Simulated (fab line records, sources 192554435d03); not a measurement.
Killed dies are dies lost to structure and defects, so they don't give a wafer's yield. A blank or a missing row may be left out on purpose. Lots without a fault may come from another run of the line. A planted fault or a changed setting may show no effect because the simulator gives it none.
fab line records | flow n5_finfet
record lots=6 wafers=18 last_day=18
route steps=1938 shown FIN_SAQP@134 BEOL_M4@1111
lots that met no fault: from a run of the same line without faults
start_h: hours from the record's first day to the start of the lot's first wafer shown | wait_h: hours since the lot's step before | " the same as in the row above | L1.1+2: a row that stands for several wafers | - no value, or no start given | * or withheld: withheld | < > ~ a bound
route shown NAME@n: a module of which the file shows steps, and the number in the route of the first | usual: mean/standard deviation of fault-free wafers | same: alike in all rows | chamber/n: place in a boat | sites: the reading at each site | _std_site: their standard deviation | _edge_site: outer sites' mean less inner sites' | radius_mm: how far each site lies from the wafer's centre | mask NAME#n: copy n | behind: the tool/chamber that last shaped the wafer | hold: why the lot was held/for how many hours/how that ended | device: the transistor (n, p or np) that didn't switch | end of line: the same wafers' tests at the end of the route | a step without rows: its recipe alone | killed: dies lost to structure and defects at the first sort, not the wafer's yield | map: a wafer's dies, x killed, . not, _ none there
set.NAME: the setting as run; set.NAME@STEP: as run at that earlier step | model.NAME: the simulator's own value behind a step, which no gauge read
lots at some steps of the route; a table a step, a row a wafer
services: from which hour (start_h, from the record's first day; less than 0 if before it) a tool's chamber was out of use, for how many hours, and why
## steps
# step N5_FIN_SAQP_ETCH_69
# recipe chemistry=N2/H2 target=SOC target_depth_a=1500 stop_on=SiNx ion_energy_ev=100 bias_w=61 pressure_mtorr=30 source_w=850 n2_flow_sccm=200 h2_flow_sccm=200
# usual bias_w=60.99/0.17 drypump_motor_current_A=5.9/0.41 oes_product_au=0.77/0.088 rf_vpp_V=240.8/1.3 showerhead_plenum_p_Torr=2.56/0.083 throttle_valve_pct=17.71/0.23
# columns lot.wafer tool chamber start_h wait_h bias_w drypump_motor_current_A oes_product_au rf_hours_counter_h rf_vpp_V showerhead_plenum_p_Torr throttle_valve_pct
L455.1 rie_diel-01 3 26.99 - 60.91 6.2 0.66 246 237.8 2.40 17.82
L455.4 " 0 " " 61.17 6.2 0.72 - 240.9 2.63 17.56
L455.5 " 3 " " 61.12 6.2 0.66 - 239.5 2.39 17.84
L462.1 rie_diel-01 3 67.05 - 61.04 6.2 0.98 0 243.3 2.71 17.42
L462.4 " 0 " " 61.02 6.2 0.70 - 240.7 2.62 17.61
L462.5 " 3 " " 61.23 6.2 0.98 - 242.7 2.71 17.41
L463.1 rie_diel-02 0 72.87 - 60.94 5.5 0.83 67 241.0 2.58 17.41
L463.2 " 3 " " 60.71 5.8 0.83 54 242.3 2.58 17.69
L463.6 " 1 " " 61.09 4.8 0.71 - 239.1 2.43 17.78
L465.1 rie_diel-01 3 86.77 - 60.92 6.2 0.92 12 241.4 2.71 17.43
L465.3 " 0 " " 60.93 6.2 0.70 226 242.1 2.62 17.63
L465.4 " 2 " " 60.83 5.6 0.78 - 241.5 2.55 17.51
L473.1 rie_diel-02 1 132.51 - 60.99 4.8 0.69 215 238.8 2.42 17.84
L473.2 " 3 " " 61.20 5.8 0.81 79 240.6 2.57 17.75
L473.3 " 0 " " 60.91 5.5 0.81 91 242.7 2.57 17.44
L478.2 rie_diel-03 3 162.62 - 60.94 6.3 0.69 235 239.9 2.52 18.22
L478.4 " 2 " " 60.94 6.5 0.72 188 238.8 2.42 17.73
L478.6 " 0 " " 60.89 6.3 0.67 - 240.9 2.50 17.70
# step N5_FIN_SAQP_ETCH_67
# recipe chemistry=CH3F/O2 target=SiNx target_depth_a=300 mask_material=SOC pressure_mtorr=30 source_w=395 bias_w=73 Ar_flow_sccm=150 CH3F_flow_sccm=30 O2_flow_sccm=20 ion_energy_ev=120
# step N5_FIN_SAQP_STRIP_70
# recipe chemistry=N2/H2 power_w=500 temp_c=40 pressure_mtorr=50 rf_frequency_hz=6e+07 overash_fraction=0.3 bias_power_w=28 h2_frac=0.5 n2_flow_sccm=300 h2_flow_sccm=300
# step N5_FIN_SAQP_RECESS_71
# recipe chemistry=HF/NH3 target=SiO2 target_depth_a=30 afs_cycles=1 temp_c=30 sublimation_temp_c=180 sublimation_time_s=60
# usual drypump_motor_current_A=6.1/0.3
# columns lot.wafer tool chamber start_h wait_h drypump_motor_current_A
L455.1 vapor_etch-02 0 27.15 0.0 6.5
L455.4 " 1 " " 5.6
L455.5 " 1 " " 5.6
L462.1 vapor_etch-02 0 67.21 0.0 6.5
L462.4 " 1 " " 5.6
L462.5 " 0 " " 6.5
L463.1 vapor_etch-01 0 73.03 0.0 6.3
L463.2 " 1 " " 5.9
L463.6 " 0 " " 6.2
L465.1 vapor_etch-01 0 86.93 0.0 6.2
L465.3 " 0 " " 6.2
L465.4 " 1 " " 5.9
L473.1 vapor_etch-02 0 132.67 0.0 6.4
L473.2 " 1 " " 5.6
L473.3 " 0 " " 6.5
L478.2 vapor_etch-01 1 162.78 0.0 5.9
L478.4 " 0 " " 6.2
L478.6 " 0 " " 6.3
# step N5_FIN_SAQP_SPACER2_ALD_28
# recipe material=SiO2 target_thk_a=81 temp_c=300 ald_precursor_family=BDEAS ald_co_reactant=O2-plasma pulse_time_s=1 purge_time_s=2 co_reactant_purge_time_s=2 pressure_torr=2
# step N5_FIN_SAQP_SPACER2_ETCHBACK_29
# recipe chemistry=CHF3/O2 mode=anisotropic_etchback target=SiO2 target_depth_a=122 time_s=6.1 pressure_mtorr=30 source_w=650 bias_w=170 Ar_flow_sccm=200 CHF3_flow_sccm=50 O2_flow_sccm=5 ion_energy_ev=200
# step N5_FIN_SAQP_MANDREL2_REMOVE_60
# recipe chemistry=HBr/Cl2/O2 bt_time_s=10 target=a-Si stop_on=SiNx endpoint=OES-SiCl over_etch_frac=1 icp_w=600 bias_w=22 HBr_flow_sccm=150 Cl2_flow_sccm=80 O2_flow_sccm=5 pressure_mtorr=10
# step N5_FIN_SAQP_CD_MEAS_31
# recipe target_cd_nm=8 landing_energy_ev=1000 detector=se_inlens polarity=line
# usual cd_nm=8.09/0.21
# columns lot.wafer tool chamber start_h wait_h cd_nm
L455.1 cd_sem-01 0 28.67 0.1 8.46
L455.4 " 0 " " 8.23
L455.5 " 0 " " 7.87
L462.1 cd_sem-01 0 68.08 0.1 8.34
L462.4 " 0 " " 8.39
L462.5 " 0 " " 7.84
L463.1 cd_sem-02 0 74.11 0.1 8.01
L463.2 " 0 " " 8.26
L463.6 " 0 " " 7.80
L465.1 cd_sem-02 0 89.26 0.1 7.87
L465.3 " 0 " " 8.04
L465.4 " 0 " " 8.08
L473.1 cd_sem-01 0 133.62 0.1 8.16
L473.2 " 0 " " 7.64
L473.3 " 0 " " 8.64
L478.2 cd_sem-03 0 163.66 0.1 8.10
L478.4 " 0 " " 7.86
L478.6 " 0 " " 8.01
# step N5_FIN_SAQP_HM_OPEN_33
# recipe chemistry=CH3F/O2 target=SiNx mask_material=SiO2 target_depth_a=494 time_s=70.6 pressure_mtorr=30 source_w=395 bias_w=73 Ar_flow_sccm=150 CH3F_flow_sccm=30 O2_flow_sccm=20 ion_energy_ev=120 ends=cleared
# usual drypump_motor_current_A=5.8/0.5 etch_rf_on_time_s=69.2/1 mfc_ar_sccm=150.0/0.46 oes_f_703_au=0.77/0.079 oes_product_au=0.66/0.067 rf_vpp_V=296.6/2.7 showerhead_plenum_p_Torr=2.00/0.063 throttle_valve_pct=16.25/0.23
# columns lot.wafer tool chamber start_h wait_h drypump_motor_current_A etch_rf_on_time_s mfc_ar_sccm oes_f_703_au oes_product_au rf_hours_counter_h rf_vpp_V showerhead_plenum_p_Torr throttle_valve_pct
L455.1 rie_diel-03 1 28.82 0.1 5.8 67.7 150.0 0.76 0.65 152 297.9 2.08 16.21
L455.4 " 3 " " 6.3 69.1 150.2 0.75 0.63 193 294.8 2.00 16.62
L455.5 " 0 " " 6.3 70.3 150.2 0.69 0.60 - 299.0 1.97 16.18
L462.1 rie_diel-03 3 68.13 0.0 6.3 68.8 149.7 0.73 0.61 208 293.1 1.99 16.64
L462.4 " 2 " " 6.4 68.5 150.1 0.75 0.64 160 301.1 1.91 16.22
L462.5 " 3 " " 6.3 70.8 149.1 0.73 0.62 - 294.8 1.99 16.65
L463.1 rie_diel-01 3 74.34 0.2 6.2 67.9 150.2 0.95 0.82 4 302.1 2.14 15.92
L463.2 " 0 " " 6.2 69.5 149.9 0.73 0.60 218 294.0 2.06 16.17
L463.6 " 0 " " 6.2 70.9 150.3 0.72 0.61 - 293.8 2.06 16.18
L465.1 rie_diel-03 0 89.31 0.0 6.3 71.0 150.3 0.69 0.60 226 297.8 1.97 16.19
L465.3 " 1 " " 5.8 69.4 150.3 0.75 0.64 169 297.4 2.08 16.24
L465.4 " 2 " " 6.4 70.4 150.4 0.75 0.64 162 299.3 1.91 16.23
L473.1 rie_diel-02 1 133.67 0.0 4.8 68.2 149.5 0.70 0.61 215 295.8 1.90 16.28
L473.2 " 3 " " 5.9 68.9 151.0 0.81 0.70 79 298.3 2.03 16.33
L473.3 " 2 " " 5.6 68.7 149.4 1.02 0.86 1 293.6 2.05 16.44
L478.2 rie_diel-03 1 163.70 0.0 5.8 68.4 150.0 0.73 0.62 196 297.8 2.07 16.29
L478.4 " 0 " " 6.3 71.4 150.0 0.67 0.57 251 299.0 1.96 16.26
L478.6 " 3 " " 6.3 72.1 149.2 0.71 0.60 - 293.7 1.98 16.71
# step N5_FIN_SAQP_ETCH_34
# recipe chemistry=C4F6/O2 target=SiO2 target_depth_a=450 time_s=15 ion_energy_ev=250 pressure_mtorr=30 source_w=345 bias_w=185 Ar_flow_sccm=300 C4F6_flow_sccm=10 O2_flow_sccm=10 ends=cleared
# step N5_FIN_SAQP_STRIP_77
# recipe chemistry=N2/H2 time_s=90 power_w=100 temp_c=40 pressure_mtorr=100 rf_frequency_hz=6e+07 bias_power_w=3 n2_flow_sccm=300 h2_flow_sccm=300
# usual drypump_motor_current_A=5.8/0.5 oes_product_au=0.77/0.079 rf_vpp_V=45.2/0.84 showerhead_plenum_p_Torr=3.37/0.1 throttle_valve_pct=12.16/0.23
# same time_s=90
# columns lot.wafer tool chamber start_h wait_h drypump_motor_current_A oes_product_au rf_hours_counter_h rf_vpp_V showerhead_plenum_p_Torr throttle_valve_pct
L455.1 rie_diel-03 1 28.92 0.0 5.8 0.76 152 43.9 3.52 12.14
L455.4 " 3 " " 6.3 0.73 193 47.7 3.36 12.55
L455.5 " 0 " " 6.3 0.71 - 44.7 3.34 12.17
L462.1 rie_diel-03 3 68.22 0.0 6.3 0.72 208 46.3 3.36 12.60
L462.4 " 2 " " 6.4 0.75 160 44.9 3.24 12.12
L462.5 " 3 " " 6.3 0.73 - 45.6 3.36 12.60
L463.1 rie_diel-01 3 74.43 0.0 6.2 0.97 4 46.4 3.59 11.75
L463.2 " 0 " " 6.2 0.70 218 44.5 3.48 12.12
L463.6 " 0 " " 6.2 0.70 - 44.9 3.48 12.13
L465.1 rie_diel-03 0 89.40 0.0 6.3 0.70 226 44.9 3.34 12.19
L465.3 " 1 " " 5.8 0.74 169 47.2 3.51 12.20
L465.4 " 2 " " 6.4 0.75 162 45.0 3.24 12.13
L473.1 rie_diel-02 1 133.76 0.0 4.8 0.70 215 45.9 3.22 12.29
L473.2 " 3 " " 5.9 0.81 80 45.7 3.41 12.11
L473.3 " 2 " " 5.7 1.01 1 46.0 3.45 12.12
L478.2 rie_diel-03 1 163.79 0.0 5.8 0.73 196 47.1 3.49 12.24
L478.4 " 0 " " 6.3 0.68 251 45.3 3.32 12.25
L478.6 " 3 " " 6.3 0.70 - 45.2 3.34 12.65
# step N5_FIN_SAQP_HM_CD_35
# recipe target_cd_nm=8 polarity=line
# usual cd_nm=8.09/0.24
# columns lot.wafer tool chamber start_h wait_h cd_nm
L455.1 cd_sem-01 - 29.04 0.1 8.24
L455.4 " - " " 8.00
L455.5 " - " " 8.10
L462.1 cd_sem-03 - 68.34 0.1 8.76
L462.4 " - " " 8.29
L462.5 " - " " 7.87
L463.1 cd_sem-02 - 74.56 0.1 8.18
L463.2 " - " " 8.38
L463.6 " - " " 7.90
L465.1 cd_sem-01 - 89.53 0.1 7.55
L465.3 " - " " 7.78
L465.4 " - " " 8.44
L473.1 cd_sem-03 - 133.88 0.1 8.09
L473.2 " - " " 7.53
L473.3 " - " " 8.26
L478.2 cd_sem-02 - 163.92 0.1 7.96
L478.4 " - " " 8.03
L478.6 " - " " 8.06
# step N5_FIN_SAQP_ETCH_64
# recipe chemistry=CF4 target=SiO2 target_depth_a=15 ion_energy_ev=350 pressure_mtorr=10 icp_w=800 bias_w=400 cf4_flow_sccm=80
# usual bias_w=399.9/1.2 drypump_motor_current_A=5.7/0.47 oes_product_au=1.001/0.015 throttle_valve_pct=21.76/0.17
# columns lot.wafer tool chamber start_h wait_h bias_w drypump_motor_current_A oes_product_au rf_hours_counter_h throttle_valve_pct model.etch.depth_nm
L455.1 rie_si-05 3 29.09 0.0 400.7 5.7 0.986 162 21.81 1.511
L455.4 " 2 " " 399.0 5.4 0.973 141 21.73 1.505
L455.5 " 3 " " 398.8 5.7 0.989 - 21.81 1.509
L462.1 rie_si-03 2 68.39 0.0 293.7 5.7 0.933 123 21.59 1.377
L462.4 " 3 " " 399.0 5.9 0.983 16 21.81 1.49
L462.5 " 2 " " 293.2 5.7 0.938 - 21.56 1.379
L463.1 rie_si-03 1 74.61 0.0 397.8 5.4 1.017 10 21.66 1.495
L463.2 " 2 " " 291.0 5.6 0.940 123 21.58 1.378
L463.6 " 0 " " 398.8 6.2 1.014 - 21.74 1.535
L465.1 rie_si-06 0 89.58 0.0 398.7 6.2 0.994 16 21.78 1.508
L465.3 " 3 " " 401.5 5.6 0.992 2 22.27 1.46
L465.4 " 1 " " 398.8 4.7 1.006 132 21.62 1.509
L473.1 rie_si-05 2 133.93 0.0 399.0 5.4 0.964 143 21.74 1.512
L473.2 " 1 " " 402.3 5.9 1.013 88 21.76 1.515
L473.3 " 0 " " 398.6 4.9 1.007 8 21.57 1.525
L478.2 rie_si-03 1 163.97 0.0 401.0 5.4 1.012 12 21.67 1.499
L478.4 " 0 " " 399.5 6.2 1.009 129 21.73 1.529
L478.6 " 3 " " 399.1 5.9 0.988 - 21.82 1.489
# step N5_FIN_SAQP_FIN_ETCH_36
# recipe chemistry=HBr/Cl2/O2 target_depth_a=1200 mask_material=SiNx time_s=50.4 bias_w=102 pressure_mtorr=10 icp_w=800 HBr_flow_sccm=150 Cl2_flow_sccm=80 O2_flow_sccm=12
# usual bias_w=102.0/0.31 drypump_motor_current_A=5.7/0.47 oes_product_au=0.999/0.015 throttle_valve_pct=36.00/0.18
# same time_s=50.4
# columns lot.wafer tool chamber start_h wait_h bias_w drypump_motor_current_A oes_product_au rf_hours_counter_h throttle_valve_pct
L455.1 rie_si-05 3 29.11 0.0 101.6 5.7 0.985 162 36.04
L455.4 " 2 " " 101.6 5.4 0.962 141 35.99
L455.5 " 3 " " 102.4 5.7 0.984 - 36.04
L462.1 rie_si-03 2 68.41 0.0 101.6 5.7 0.995 123 35.76
L462.4 " 3 " " 101.8 5.9 0.976 16 36.01
L462.5 " 2 " " 101.8 5.7 0.988 - 35.77
L463.1 rie_si-03 1 74.63 0.0 102.0 5.4 1.015 10 35.99
L463.2 " 2 " " 102.3 5.7 0.986 123 35.75
L463.6 " 0 " " 102.1 6.2 0.998 - 36.06
L465.1 rie_si-06 0 89.60 0.0 101.7 6.3 1.002 16 35.81
L465.3 " 3 " " 101.8 5.7 1.010 2 36.54
L465.4 " 1 " " 101.8 4.7 1.018 132 35.88
L473.1 rie_si-05 2 133.95 0.0 101.8 5.4 0.968 143 35.98
L473.2 " 1 " " 102.2 5.9 1.005 88 36.09
L473.3 " 0 " " 101.7 4.9 1.012 8 35.84
L478.2 rie_si-03 1 163.99 0.0 101.7 5.4 1.008 12 36.00
L478.4 " 0 " " 101.6 6.2 0.999 129 36.05
L478.6 " 3 " " 102.3 5.9 0.978 - 36.01
# step N5_BEOL_M4_RC_MEAS_101
# usual DIBL_N=36.4/1.2 DIBL_P=36.1/1.6 IOFF_N=0.156/0.024 IOFF_P=0.21/0.031 ION_N=674/11 ION_P=463/6.9 SS_N=71.5/0.5 SS_P=73.2/0.55 VT_N=250.0/2.9 VT_P=-250/3.6
# columns lot.wafer tool chamber start_h wait_h DIBL_N[mV/V] DIBL_P[mV/V] IOFF_N[nA/um] IOFF_P[nA/um] ION_N[uA/um] ION_P[uA/um] SS_N[mV/dec] SS_P[mV/dec] VT_N[mV] VT_P[mV]
L455.1 prober-02 0 166.45 0.0 36.9 38.1 0.169 0.21 688 473 71.6 73.5 247.5 -249
L455.4 " 0 " " 34.8 35.0 0.131 0.17 672 470 70.6 72.4 254.2 -254
L455.5 " 0 " " 35.9 36.5 0.152 0.19 681 467 71.8 72.9 246.5 -251
L462.1 prober-02 0 195.83 0.0 37.4 37.2 0.192 0.26 690 480 71.0 74.1 246.9 -245
L462.4 " 0 " " 36.2 35.9 0.174 0.22 694 472 71.1 74.0 248.1 -247
L462.5 " 0 " " 36.4 36.8 0.175 0.26 692 478 70.6 74.5 248.4 -245
L463.1 prober-02 0 202.91 0.0 36.8 37.1 0.146 0.19 666 459 71.8 72.4 252.4 -252
L463.2 " 0 " " 37.5 37.3 0.156 0.20 656 456 71.6 73.0 249.8 -251
L463.6 " 0 " " 37.1 36.8 0.149 0.20 664 458 71.0 72.0 250.7 -251
L465.1 prober-02 0 225.98 0.1 35.2 35.4 0.147 0.20 665 464 71.7 72.7 250.9 -251
L465.3 " 0 " " 33.9 33.3 0.121 0.17 663 458 71.1 72.6 254.2 -253
L465.4 " 0 " " 35.5 35.5 0.149 0.20 664 464 71.2 73.1 251.3 -248
L473.1 prober-01 0 282.70 0.0 36.6 38.1 0.148 0.19 665 455 71.4 72.9 254.3 -253
L473.2 " 0 " " 35.0 36.0 0.119 0.17 666 458 71.1 72.8 255.6 -253
L473.3 " 0 " " 35.0 36.6 0.127 0.18 663 458 71.2 73.0 254.6 -254
L478.2 prober-01 0 314.90 0.2 37.0 36.9 0.183 0.20 695 463 72.7 73.8 246.0 -251
L478.4 " 0 " " 36.7 36.2 0.167 0.18 680 458 71.1 73.9 249.4 -254
L478.6 " 0 " " 35.6 35.2 0.154 0.17 679 457 72.1 73.0 247.6 -254
## services
# columns tool chamber start_h hours kind
rie_si-03 1 13.10 2.4 repair
vapor_etch-02 - 16.91 0.3 repair
vapor_etch-01 - 18.91 2.8 pm
rie_diel-03 2 21.36 5.5 repair
rie_diel-01 2 21.38 5.8 repair
rie_si-06 - 23.32 0.2 repair
rie_diel-03 0 37.52 13.5 repair
rie_diel-01 3 40.38 - clean
rie_diel-01 3 40.38 - consumable_replace:focus_ring
rie_diel-01 3 40.38 - consumable_replace:showerhead
rie_diel-01 3 40.38 26.6 scheduled_down
rie_diel-01 3 40.38 26.6 vent_cycle
rie_diel-01 2 64.49 1.4 repair
rie_diel-01 1 67.05 - clean
rie_diel-01 1 67.05 - consumable_replace:focus_ring
rie_diel-01 1 67.05 21.3 scheduled_down
rie_diel-01 1 67.05 21.3 vent_cycle
rie_diel-03 - 72.00 15.6 pm
rie_si-06 2 92.58 2.7 repair
rie_diel-01 1 121.69 7.3 repair
rie_si-05 3 127.80 16.1 repair
rie_diel-01 0 144.08 - clean
rie_diel-02 3 152.96 1.8 repair
rie_si-05 2 153.96 3.4 repair
## key
first_sign step=N5_FIN_SAQP_ETCH_64 reading=bias_w direction=down sigmas=89 usual=* struck=*
effect step=N5_FIN_SAQP_ETCH_64 reading=oes_product_au direction=down sigmas=4.2 usual=1.001 struck=0.937
model_effect step=N5_FIN_SAQP_ETCH_64 value=etch.depth_nm without=1.514 struck=1.378
met_at N5_FIN_SAQP_ETCH_64
struck_wafers L462.1,L462.5,L463.2
fault kind=process_parameter_drift tool=rie_si-03 chamber=2 onset_h=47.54 steps=N5_FIN_SAQP_ETCH_64 channel=bias_w offset=* shape=step end_h=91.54 acts_in=* stated=*
